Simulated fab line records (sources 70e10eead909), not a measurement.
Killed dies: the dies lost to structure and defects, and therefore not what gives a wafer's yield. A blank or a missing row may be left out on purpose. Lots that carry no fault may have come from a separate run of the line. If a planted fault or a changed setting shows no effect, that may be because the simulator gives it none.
fab line records | flow nand-harc
record: lots: 13 | wafers: 39 | last-day: 24
route steps=1159 shown A_SGD_CUT@758 A_SLIT@795
lots that met no fault: taken from a fault-free run of the same line
start-h: hours from the record's first day to the start of the lot's first wafer shown | wait-h: hours since the lot's step before | " identical to the entry in the row above | L1.1+2: one row covering several wafers at once | - either no value or no given start | * or withheld: withheld | < > ~ a bound
route shown NAME@n: a module of which the file shows steps, and the number in the route of the first | usual: mean/standard deviation taken from wafers without a fault | same: alike in all rows | chamber/n: place in a boat | sites: readings site by site | _std_site: their standard deviation | _edge_site: the outer-site mean with the inner-site mean subtracted | radius-mm: how far each site lies from the wafer's centre | mask NAME#n: copy n | behind: tool/chamber where the wafer was last shaped | hold: reason for holding the lot/hours on hold/outcome of the hold | device: names the non-switching transistor (n, p or np) | end of line: at the end of the route, the tests of the same wafers | a step without rows: its recipe alone | killed: count of dies lost to structure and defects at first sort (not the wafer's yield) | map: a wafer's dies, x killed, . not, _ none there
set.NAME: the setting the step ran with; set.NAME@STEP: the setting that earlier step ran with | model.NAME: the simulator's own value behind a step, which no gauge read
steps of the route over a sample of lots; a table a step, a row a wafer
services: the hour from which a tool's chamber was out of use, counted from the record's first day as start-h (under 0 if before that day), plus the number of hours and why
== steps ==
step: NHARC_A_SGD_CUT_CD_MEAS_09
recipe: target-cd-nm: 100 | landing-energy-ev: 500
usual: cd-nm: 100.1/0.4
lot.wafer | tool      | chamber | start-h | wait-h | cd-nm
L709.4    | cd-sem-01 | 0       | 300.21  | -      | 101.1
L709.5    | "         | 0       | "       | "      | 100.2
L709.6    | "         | 0       | "       | "      | 100.1
L710.2    | cd-sem-02 | 0       | 316.52  | -      | 100.2
L710.4    | "         | 0       | "       | "      | 99.7
L710.6    | "         | 0       | "       | "      | 101.0
L712.1    | cd-sem-01 | 0       | 316.93  | -      | 99.8
L712.2    | "         | 0       | "       | "      | 99.7
L712.5    | "         | 0       | "       | "      | 99.9
L715.2    | cd-sem-03 | 0       | 321.12  | -      | 99.7
L715.3    | "         | 0       | "       | "      | 100.7
L715.6    | "         | 0       | "       | "      | 100.3
L714.1    | cd-sem-02 | 0       | 321.37  | -      | 100.2
L714.3    | "         | 0       | "       | "      | 100.4
L714.6    | "         | 0       | "       | "      | 99.3
L713.2    | cd-sem-03 | 0       | 333.10  | -      | 99.9
L713.3    | "         | 0       | "       | "      | 100.7
L713.4    | "         | 0       | "       | "      | 100.3
L718.1    | cd-sem-03 | 0       | 366.67  | -      | 100.6
L718.2    | "         | 0       | "       | "      | 100.2
L718.5    | "         | 0       | "       | "      | 100.4
L724.1    | cd-sem-02 | 0       | 401.80  | -      | 99.6
L724.4    | "         | 0       | "       | "      | 99.1
L724.5    | "         | 0       | "       | "      | 99.3
L727.2    | cd-sem-02 | 0       | 414.73  | -      | 100.6
L727.3    | "         | 0       | "       | "      | 100.8
L727.6    | "         | 0       | "       | "      | 100.4
L726.4    | cd-sem-02 | 0       | 415.15  | -      | 100.2
L726.5    | "         | 0       | "       | "      | 100.2
L726.6    | "         | 0       | "       | "      | 99.6
L730.1    | cd-sem-02 | 0       | 435.13  | -      | 100.0
L730.2    | "         | 0       | "       | "      | 100.3
L730.3    | "         | 0       | "       | "      | 100.0
L728.1    | cd-sem-02 | 0       | 448.10  | -      | 100.0
L728.3    | "         | 0       | "       | "      | 100.4
L728.4    | "         | 0       | "       | "      | 99.8
L731.2    | cd-sem-02 | 0       | 448.22  | -      | 100.2
L731.5    | "         | 0       | "       | "      | 99.9
L731.6    | "         | 0       | "       | "      | 100.1
step: NHARC_A_SGD_CUT_ETCH_16
recipe: target-depth-a: 3105 | time-s: 155.2 | c4f8-flow-sccm: withheld | o2-flow-sccm: 8 | ar-flow-sccm: withheld | rf-w: 600 | bias-w: 800 | chemistry: C4F8/O2/Ar
usual: chamber-pressure-mTorr: 25.000/0.023 | oes-product-au: 0.975/0.014 | rf-fwd-power-W: 597.5/2.1 | rf-vpp-V: 724/3.2
lot.wafer | tool        | chamber | start-h | wait-h | chamber-pressure-mTorr | oes-product-au | rf-fwd-power-W | rf-hours-counter-h | rf-vpp-V
L709.4    | rie-diel-01 | 3       | -       | -      | 24.984                 | 0.982          | 598.7          | 15                 | 718
L709.5    | "           | 1       | "       | "      | 25.021                 | 0.970          | 596.3          | -                  | 731
L709.6    | "           | 2       | "       | "      | 25.005                 | 0.983          | 598.6          | -                  | 729
L710.2    | rie-diel-12 | 2       | -       | -      | 24.974                 | 0.994          | 596.6          | 11                 | 719
L710.4    | "           | 3       | "       | "      | 25.037                 | 0.997          | 594.5          | 9                  | 723
L710.6    | "           | 0       | "       | "      | 25.009                 | 0.987          | 598.8          | -                  | 726
L712.2    | rie-diel-04 | 2       | -       | -      | 24.995                 | 0.961          | 598.3          | 1                  | 724
L712.1    | "           | 1       | "       | "      | 25.017                 | 0.963          | 598.3          | 1                  | 724
L712.5    | "           | 2       | "       | "      | 25.004                 | 0.954          | 598.8          | -                  | 725
L715.2    | rie-diel-04 | 2       | -       | -      | 25.002                 | 0.969          | 601.8          | 2                  | 724
L715.3    | "           | 0       | "       | "      | 25.009                 | 0.998          | 597.5          | 2                  | 723
L715.6    | "           | 3       | "       | "      | 24.999                 | 0.976          | 595.9          | -                  | 722
L714.1    | rie-diel-01 | 3       | -       | -      | 25.017                 | 0.967          | 595.3          | 17                 | 717
L714.3    | "           | 0       | "       | "      | 24.995                 | 0.988          | 600.2          | 16                 | 721
L714.6    | "           | 0       | "       | "      | 24.974                 | 0.989          | 598.7          | -                  | 723
L713.3    | rie-diel-12 | 2       | -       | -      | 24.954                 | 0.930          | 596.7          | 13                 | 721
L713.4    | "           | 3       | "       | "      | 25.002                 | 0.944          | 600.6          | 11                 | 723
L713.2    | "           | 0       | "       | "      | 25.033                 | 0.936          | 599.6          | 12                 | 726
L718.2    | rie-diel-01 | 3       | -       | -      | 25.044                 | 0.981          | 599.3          | 3                  | 719
L718.1    | "           | 0       | "       | "      | 24.992                 | 0.961          | 596.1          | 4                  | 723
L718.5    | "           | 3       | "       | "      | 24.989                 | 0.987          | 595.2          | -                  | 717
L724.1    | rie-diel-04 | 2       | -       | -      | 25.055                 | 0.984          | 596.0          | 7                  | 725
L724.4    | "           | 3       | "       | "      | 25.036                 | 0.974          | 599.8          | 7                  | 724
L724.5    | "           | 2       | "       | "      | 24.981                 | 0.992          | 597.5          | -                  | 724
L727.2    | rie-diel-04 | 2       | -       | -      | 25.000                 | 0.986          | 597.8          | 8                  | 724
L727.3    | "           | 0       | "       | "      | 24.963                 | 0.993          | 597.0          | 8                  | 725
L727.6    | "           | 2       | "       | "      | 25.006                 | 0.984          | 596.3          | -                  | 725
L726.4    | rie-diel-04 | 1       | -       | -      | 25.000                 | 0.965          | 599.2          | 9                  | 724
L726.6    | "           | 0       | "       | "      | 25.018                 | 0.961          | 597.2          | -                  | 724
L726.5    | "           | 1       | "       | "      | 24.981                 | 0.967          | 601.5          | -                  | 725
L730.1    | rie-diel-12 | 2       | -       | -      | 25.033                 | 0.973          | 593.7          | 5                  | 719
L730.3    | "           | 3       | "       | "      | 24.999                 | 0.978          | 595.4          | 5                  | 722
L730.2    | "           | 1       | "       | "      | 25.009                 | 1.000          | 593.1          | 5                  | 728
L728.1    | rie-diel-04 | 3       | -       | -      | 24.972                 | 0.958          | 594.4          | 11                 | 724
L728.3    | "           | 0       | "       | "      | 24.994                 | 0.977          | 594.5          | 11                 | 723
L728.4    | "           | 1       | "       | "      | 24.999                 | 0.970          | 596.5          | 12                 | 724
L731.2    | rie-diel-01 | 0       | -       | -      | 25.011                 | 0.975          | 598.2          | 13                 | 722
L731.6    | "           | 0       | "       | "      | 25.013                 | 0.985          | 598.4          | -                  | 723
L731.5    | "           | 1       | "       | "      | 25.007                 | 0.981          | 598.4          | -                  | 730
step: NHARC_A_SLIT_ETCH_15
recipe: target-depth-a: 32000 | over-etch-frac: 0.3 | time-s: 832 | ion-energy-ev: 150 | o2-flow-sccm: 400 | cos-flow-sccm: 20 | ar-flow-sccm: 0 | rf-w: 500 | bias-w: 300 | chemistry: O2/COS
usual: chamber-pressure-mTorr: 19.997/0.019 | drypump-motor-current-A: 5.7/0.32 | o2-flow-sccm: 400.1/1.3 | oes-product-au: 1.002/0.0071 | rf-fwd-power-W: 499.9/1.5 | rf-vpp-V: 314.1/1.8 | showerhead-plenum-p-Torr: 3.12/0.12 | throttle-valve-pct: 28.329/0.0094
lot.wafer | tool        | chamber | start-h | wait-h | chamber-pressure-mTorr | drypump-motor-current-A | o2-flow-sccm | oes-product-au | rf-fwd-power-W | rf-hours-counter-h | rf-vpp-V | showerhead-plenum-p-Torr | throttle-valve-pct
L709.4    | rie-diel-08 | 2       | 311.52  | -      | 20.014                 | 5.8                     | 400.3        | 1.007          | 503.1          | 0                  | 317.3    | 3.34                     | 28.336
L709.6    | "           | 1       | "       | "      | 19.980                 | 5.9                     | 398.2        | 1.003          | 499.3          | -                  | 314.3    | 3.14                     | 28.335
L709.5    | "           | 2       | "       | "      | 20.006                 | 5.8                     | 400.0        | 1.007          | 501.7          | -                  | 317.3    | 3.34                     | 28.331
L710.4    | rie-diel-13 | 3       | 327.49  | -      | 19.992                 | 5.7                     | 400.5        | 1.009          | 500.5          | 2                  | 315.8    | 3.30                     | 28.325
L710.2    | "           | 0       | "       | "      | 19.974                 | 5.9                     | 401.1        | 1.005          | 500.8          | 2                  | 312.1    | 3.02                     | 28.328
L710.6    | "           | 3       | "       | "      | 20.010                 | 5.6                     | 399.4        | 1.012          | 498.1          | -                  | 316.2    | 3.30                     | 28.320
L712.2    | rie-diel-13 | 3       | 329.59  | -      | 20.001                 | 5.6                     | 398.7        | 1.000          | 501.9          | 2                  | 315.8    | 3.30                     | 28.342
L712.1    | "           | 0       | "       | "      | 20.003                 | 5.9                     | 399.4        | 0.998          | 499.4          | 2                  | 312.8    | 3.02                     | 28.324
L712.5    | "           | 1       | "       | "      | 19.988                 | 5.4                     | 398.8        | 1.000          | 501.4          | -                  | 315.8    | 3.23                     | 28.339
L714.3    | rie-diel-05 | 0       | 335.55  | -      | 20.018                 | 6.0                     | 398.5        | 0.998          | 496.4          | 13                 | 314.9    | 3.19                     | 28.334
L714.1    | "           | 2       | "       | "      | 20.015                 | 5.3                     | 401.4        | 1.003          | 499.2          | 14                 | 311.9    | 3.00                     | 28.335
L714.6    | "           | 1       | "       | "      | 20.013                 | 5.8                     | 400.2        | 1.002          | 497.4          | -                  | 312.4    | 3.02                     | 28.336
L715.2    | rie-diel-08 | 1       | 335.97  | -      | 20.013                 | 5.9                     | 400.5        | 1.005          | 500.7          | 2                  | 313.9    | 3.14                     | 28.326
L715.3    | "           | 2       | "       | "      | 20.009                 | 5.8                     | 401.5        | 1.013          | 497.7          | 2                  | 317.8    | 3.34                     | 28.335
L715.6    | "           | 0       | "       | "      | 20.002                 | 5.7                     | 400.9        | 1.013          | 499.5          | -                  | 313.9    | 3.07                     | 28.322
L713.4    | rie-diel-13 | 3       | 344.62  | -      | 20.027                 | 5.7                     | 400.1        | 1.002          | 500.6          | 3                  | 315.7    | 3.30                     | 28.332
L713.3    | "           | 0       | "       | "      | 20.014                 | 5.9                     | 398.0        | 0.998          | 497.9          | 3                  | 313.5    | 3.02                     | 28.327
L713.2    | "           | 1       | "       | "      | 19.969                 | 5.4                     | 399.2        | 1.019          | 498.9          | 3                  | 316.4    | 3.23                     | 28.327
L718.1    | rie-diel-05 | 2       | 377.64  | -      | 20.014                 | 5.3                     | 398.2        | 0.998          | 502.5          | 1                  | 312.1    | 2.99                     | 28.334
L718.2    | "           | 0       | "       | "      | 19.992                 | 6.0                     | 403.4        | 0.831          | 502.0          | 2                  | 314.8    | 3.19                     | 28.328
L718.5    | "           | 1       | "       | "      | 19.996                 | 5.8                     | 400.0        | 0.994          | 499.1          | -                  | 313.1    | 3.02                     | 28.327
L724.4    | rie-diel-13 | 1       | 413.26  | -      | 20.002                 | 5.4                     | 400.1        | 1.010          | 497.9          | 8                  | 316.8    | 3.23                     | 28.336
L724.1    | "           | 3       | "       | "      | 20.002                 | 5.7                     | 399.8        | 1.006          | 497.8          | 10                 | 317.2    | 3.29                     | 28.318
L724.5    | "           | 1       | "       | "      | 19.984                 | 5.4                     | 400.8        | 1.002          | 496.4          | -                  | 314.2    | 3.23                     | 28.331
L726.4    | rie-diel-13 | 2       | 427.31  | -      | 20.005                 | 5.1                     | 400.1        | 0.999          | 500.5          | 10                 | 311.4    | 2.97                     | 28.323
L726.5    | "           | 2       | "       | "      | 19.964                 | 5.1                     | 400.9        | 1.002          | 499.5          | -                  | 312.0    | 2.97                     | 28.323
L726.6    | "           | 3       | "       | "      | 20.004                 | 5.7                     | 401.4        | 0.990          | 499.6          | -                  | 317.5    | 3.29                     | 28.328
L727.2    | rie-diel-08 | 2       | 427.69  | -      | 20.026                 | 5.8                     | 399.4        | 0.990          | 500.3          | 8                  | 316.2    | 3.34                     | 28.324
L727.3    | "           | 0       | "       | "      | 19.973                 | 5.7                     | 399.4        | 0.990          | 501.8          | 8                  | 310.6    | 3.07                     | 28.317
L727.6    | "           | 3       | "       | "      | 20.019                 | 5.7                     | 401.6        | 1.002          | 500.9          | -                  | 311.3    | 3.00                     | 28.341
L730.2    | rie-diel-13 | 3       | 444.99  | -      | 20.008                 | 5.7                     | 400.6        | 1.004          | 500.4          | 12                 | 316.2    | 3.29                     | 28.317
L730.1    | "           | 0       | "       | "      | 19.979                 | 5.9                     | 397.6        | 1.008          | 500.1          | 11                 | 311.3    | 3.01                     | 28.328
L730.3    | "           | 1       | "       | "      | 20.006                 | 5.4                     | 398.4        | 1.014          | 498.9          | 11                 | 315.8    | 3.23                     | 28.332
L728.4    | rie-diel-08 | 0       | 458.06  | -      | 20.048                 | 5.6                     | 398.8        | 1.005          | 501.3          | 10                 | 313.4    | 3.07                     | 28.326
L728.3    | "           | 2       | "       | "      | 19.999                 | 5.8                     | 400.7        | 1.007          | 498.8          | 11                 | 316.9    | 3.34                     | 28.344
L728.1    | "           | 3       | "       | "      | 20.001                 | 5.7                     | 400.2        | 1.011          | 500.0          | 10                 | 311.8    | 3.00                     | 28.320
L731.2    | rie-diel-05 | 1       | 458.62  | -      | 19.981                 | 5.8                     | 400.8        | 1.001          | 502.0          | 7                  | 312.5    | 3.02                     | 28.323
L731.6    | "           | 1       | "       | "      | 20.016                 | 5.8                     | 403.3        | 0.999          | 498.9          | -                  | 312.4    | 3.02                     | 28.332
L731.5    | "           | 2       | "       | "      | 19.981                 | 5.3                     | 400.1        | 1.015          | 500.3          | -                  | 312.8    | 2.99                     | 28.321
step: NHARC_A_SLIT_ETCH_29
recipe: target-depth-a: 1000 | overetch-a: 100 | time-s: 55 | ion-energy-ev: 100 | cf4-flow-sccm: 80 | o2-flow-sccm: 20 | ar-flow-sccm: 0 | rf-w: 300 | bias-w: 100 | chemistry: CF4/O2
usual: chamber-pressure-mTorr: 30.00/0.037 | drypump-motor-current-A: 5.7/0.31 | o2-flow-sccm: 20.01/0.065 | oes_o_777_au: 1.001/0.0045 | oes-product-au: 1.001/0.0078 | rf-fwd-power-W: 296.9/1.2 | rf-vpp-V: 197.8/1.5 | showerhead-plenum-p-Torr: 1.34/0.053 | throttle-valve-pct: 13.397/0.0097
lot.wafer | tool        | chamber | start-h | wait-h | chamber-pressure-mTorr | drypump-motor-current-A | o2-flow-sccm | oes_o_777_au | oes-product-au | rf-fwd-power-W | rf-hours-counter-h | rf-vpp-V | showerhead-plenum-p-Torr | throttle-valve-pct
L709.4    | rie-diel-05 | 3       | 317.42  | 0.1    | 29.92                  | 6.4                     | 20.10        | 1.002        | 1.004          | 295.5          | 13                 | 198.5    | 1.34                     | 13.420
L709.6    | "           | 0       | "       | "      | 30.04                  | 6.0                     | 19.95        | 1.002        | 0.999          | 296.1          | -                  | 198.5    | 1.37                     | 13.414
L709.5    | "           | 1       | "       | "      | 29.98                  | 5.8                     | 20.03        | 1.009        | 0.994          | 297.6          | -                  | 198.0    | 1.29                     | 13.406
L710.2    | rie-diel-08 | 2       | 332.20  | 0.1    | 29.98                  | 5.8                     | 20.01        | 1.001        | 1.009          | 298.0          | 1                  | 200.6    | 1.43                     | 13.376
L710.4    | "           | 0       | "       | "      | 30.00                  | 5.7                     | 20.00        | 0.998        | 0.999          | 297.6          | 1                  | 197.7    | 1.31                     | 13.387
L710.6    | "           | 2       | "       | "      | 30.04                  | 5.8                     | 20.10        | 1.005        | 1.013          | 297.2          | -                  | 199.7    | 1.43                     | 13.387
L712.1    | rie-diel-08 | 1       | 333.86  | 0.1    | 30.02                  | 5.9                     | 20.01        | 1.000        | 1.002          | 298.0          | 1                  | 198.5    | 1.34                     | 13.395
L712.2    | "           | 3       | "       | "      | 29.97                  | 5.7                     | 20.03        | 0.995        | 1.015          | 297.4          | 1                  | 197.0    | 1.28                     | 13.399
L712.5    | "           | 1       | "       | "      | 29.95                  | 5.9                     | 20.00        | 0.998        | 0.998          | 297.9          | -                  | 198.2    | 1.34                     | 13.389
L714.3    | rie-diel-08 | 1       | 338.25  | 0.1    | 29.97                  | 5.9                     | 19.86        | 0.991        | 1.003          | 297.3          | 2                  | 197.5    | 1.34                     | 13.381
L714.1    | "           | 3       | "       | "      | 30.01                  | 5.7                     | 20.02        | 1.012        | 1.014          | 296.5          | 2                  | 196.7    | 1.28                     | 13.401
L714.6    | "           | 1       | "       | "      | 30.03                  | 5.9                     | 19.99        | 0.996        | 1.013          | 296.7          | -                  | 199.7    | 1.34                     | 13.402
L715.3    | rie-diel-05 | 2       | 339.72  | 0.1    | 29.99                  | 5.3                     | 20.03        | 1.003        | 0.998          | 297.4          | 14                 | 197.3    | 1.28                     | 13.405
L715.2    | "           | 3       | "       | "      | 30.02                  | 6.4                     | 20.03        | 1.004        | 1.000          | 295.2          | 15                 | 199.1    | 1.34                     | 13.398
L715.6    | "           | 1       | "       | "      | 30.01                  | 5.8                     | 19.95        | 0.995        | 0.997          | 297.6          | -                  | 197.7    | 1.29                     | 13.389
L713.3    | rie-diel-08 | 0       | 347.26  | 0.1    | 30.00                  | 5.7                     | 20.07        | 0.996        | 0.981          | 295.0          | 2                  | 197.7    | 1.31                     | 13.413
L713.4    | "           | 1       | "       | "      | 29.95                  | 5.9                     | 20.03        | 0.999        | 0.995          | 298.0          | 2                  | 198.5    | 1.34                     | 13.404
L713.2    | "           | 2       | "       | "      | 30.05                  | 5.8                     | 19.87        | 1.009        | 1.004          | 296.3          | 2                  | 200.2    | 1.43                     | 13.404
L718.1    | rie-diel-13 | 2       | 380.27  | 0.1    | 29.97                  | 5.1                     | 20.10        | 1.003        | 1.000          | 298.3          | 6                  | 193.8    | 1.27                     | 13.407
L718.2    | "           | 0       | "       | "      | 29.95                  | 5.9                     | 19.93        | 0.996        | 1.001          | 294.6          | 6                  | 196.7    | 1.29                     | 13.403
L718.5    | "           | 2       | "       | "      | 30.01                  | 5.1                     | 20.04        | 0.999        | 0.990          | 297.7          | -                  | 195.1    | 1.27                     | 13.399
L724.1    | rie-diel-08 | 1       | 418.47  | 0.1    | 29.73                  | 5.9                     | 20.04        | 0.996        | 1.004          | 297.0          | 7                  | 198.0    | 1.34                     | 13.388
L724.5    | "           | 3       | "       | "      | 30.02                  | 5.7                     | 19.88        | 1.004        | 1.000          | 296.3          | -                  | 196.8    | 1.28                     | 13.398
L724.4    | "           | 1       | "       | "      | 29.98                  | 5.9                     | 20.06        | 0.999        | 1.002          | 295.5          | -                  | 197.6    | 1.34                     | 13.379
L726.5    | rie-diel-08 | 0       | 432.46  | 0.1    | 29.99                  | 5.7                     | 20.11        | 0.996        | 1.002          | 296.6          | -                  | 198.7    | 1.31                     | 13.400
L726.4    | "           | 1       | "       | "      | 30.02                  | 5.9                     | 19.99        | 1.002        | 1.008          | 298.5          | -                  | 197.9    | 1.34                     | 13.404
L726.6    | "           | 2       | "       | "      | 29.97                  | 5.8                     | 19.97        | 1.009        | 0.997          | 296.4          | -                  | 200.0    | 1.43                     | 13.389
L727.2    | rie-diel-05 | 2       | 432.67  | 0.1    | 30.00                  | 5.3                     | 19.99        | 1.008        | 1.013          | 297.0          | 4                  | 195.9    | 1.28                     | 13.399
L727.3    | "           | 0       | "       | "      | 30.02                  | 6.0                     | 19.99        | 1.004        | 0.992          | 296.9          | 4                  | 197.9    | 1.37                     | 13.406
L727.6    | "           | 1       | "       | "      | 30.03                  | 5.8                     | 20.00        | 1.001        | 0.998          | 298.8          | -                  | 197.1    | 1.29                     | 13.391
L730.1    | rie-diel-13 | 3       | 447.60  | 0.1    | 30.04                  | 5.7                     | 20.04        | 1.003        | 0.998          | 298.0          | 13                 | 199.3    | 1.41                     | 13.397
L730.2    | "           | 1       | "       | "      | 29.99                  | 5.4                     | 20.01        | 1.000        | 0.994          | 295.5          | 11                 | 198.4    | 1.38                     | 13.405
L730.3    | "           | 2       | "       | "      | 29.99                  | 5.1                     | 20.08        | 1.000        | 1.001          | 298.0          | 12                 | 197.3    | 1.27                     | 13.388
L728.4    | rie-diel-05 | 3       | 460.74  | 0.1    | 30.02                  | 6.4                     | 20.05        | 1.007        | 0.993          | 295.3          | 6                  | 196.6    | 1.34                     | 13.393
L728.1    | "           | 0       | "       | "      | 29.97                  | 6.0                     | 20.16        | 0.995        | 0.983          | 297.2          | 7                  | 198.1    | 1.37                     | 13.406
L728.3    | "           | 2       | "       | "      | 29.99                  | 5.3                     | 20.06        | 0.998        | 1.004          | 296.7          | 7                  | 197.0    | 1.28                     | 13.407
L731.2    | rie-diel-08 | 2       | 462.29  | 0.1    | 30.00                  | 5.8                     | 20.06        | 1.002        | 1.003          | 297.7          | 11                 | 199.7    | 1.43                     | 13.378
L731.6    | "           | 2       | "       | "      | 30.02                  | 5.8                     | 20.09        | 0.996        | 1.007          | 299.4          | -                  | 200.1    | 1.43                     | 13.387
L731.5    | "           | 3       | "       | "      | 30.01                  | 5.7                     | 19.99        | 1.009        | 1.002          | 296.9          | -                  | 196.6    | 1.28                     | 13.394
== services ==
tool        | chamber | start-h | hours | kind
rie-diel-08 | 0       | 280.80  | -     | clean
rie-diel-08 | 1       | 280.80  | -     | clean
rie-diel-08 | 2       | 280.80  | -     | clean
rie-diel-08 | 3       | 280.80  | -     | clean
rie-diel-13 | 2       | 288.21  | 7.7   | repair
rie-diel-04 | -       | 288.94  | 9.0   | pm
rie-diel-08 | -       | 301.80  | 9.0   | pm
rie-diel-08 | 0       | 301.80  | 9.0   | vent-cycle
rie-diel-04 | -       | 311.82  | 0.5   | repair
rie-diel-01 | -       | 323.07  | 9.0   | pm
rie-diel-12 | -       | 323.75  | 0.6   | repair
rie-diel-04 | 2       | 332.87  | 2.9   | repair
rie-diel-05 | -       | 340.74  | 9.0   | pm
rie-diel-08 | 2       | 350.18  | 2.9   | repair
rie-diel-08 | 3       | 356.71  | 4.1   | repair
rie-diel-04 | -       | 369.76  | 1.0   | repair
rie-diel-04 | 2       | 373.23  | 4.6   | repair
rie-diel-12 | -       | 379.43  | 9.0   | pm
rie-diel-05 | 2       | 389.94  | 2.4   | repair
rie-diel-01 | -       | 405.94  | 2.3   | repair
rie-diel-08 | 0       | 418.30  | 7.6   | repair
rie-diel-08 | 3       | 429.89  | 6.7   | repair
rie-diel-13 | 0       | 432.30  | 4.0   | repair
rie-diel-13 | -       | 453.00  | 9.0   | pm
== key ==
first-sign: step: NHARC_A_SLIT_ETCH_15 | reading: oes-product-au | direction: down | sigmas: 24 | usual: 1.002 | struck: 0.831
effect none on later readings
met-at NHARC_A_SLIT_ETCH_15
struck-lots L718
struck-wafers L718.2
later-rows-left-out L718.2
sort-left-out L718.2
tester-left-out L718
not-acting-at NHARC_A_SGD_CUT_CD_MEAS_09,NHARC_A_SGD_CUT_ETCH_16,NHARC_A_SLIT_ETCH_29
onset-between 335.55 377.64
fault: kind: process-parameter-drift | tool: rie-diel-05 | chamber: 0 | onset-h: 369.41 | steps: NHARC_A_SLIT_ETCH_15 | channel: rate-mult | offset: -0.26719 | shape: step | end-h: 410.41
tester-left-out: of these lots the tester's yield and bins aren't shown, on N5 and GAA mostly nor the transistor test; their killed dies are dies lost to structure and defects alone, not to doping, threshold or leakage, so they don't give the yield
sort-left-out: the simulated sort isn't trusted on such a fault, so these wafers' sort isn't shown, and their yield isn't known
later-rows-left-out: the simulator's readings of these wafers behind a module that went badly wrong aren't trusted and aren't shown, but for the sort
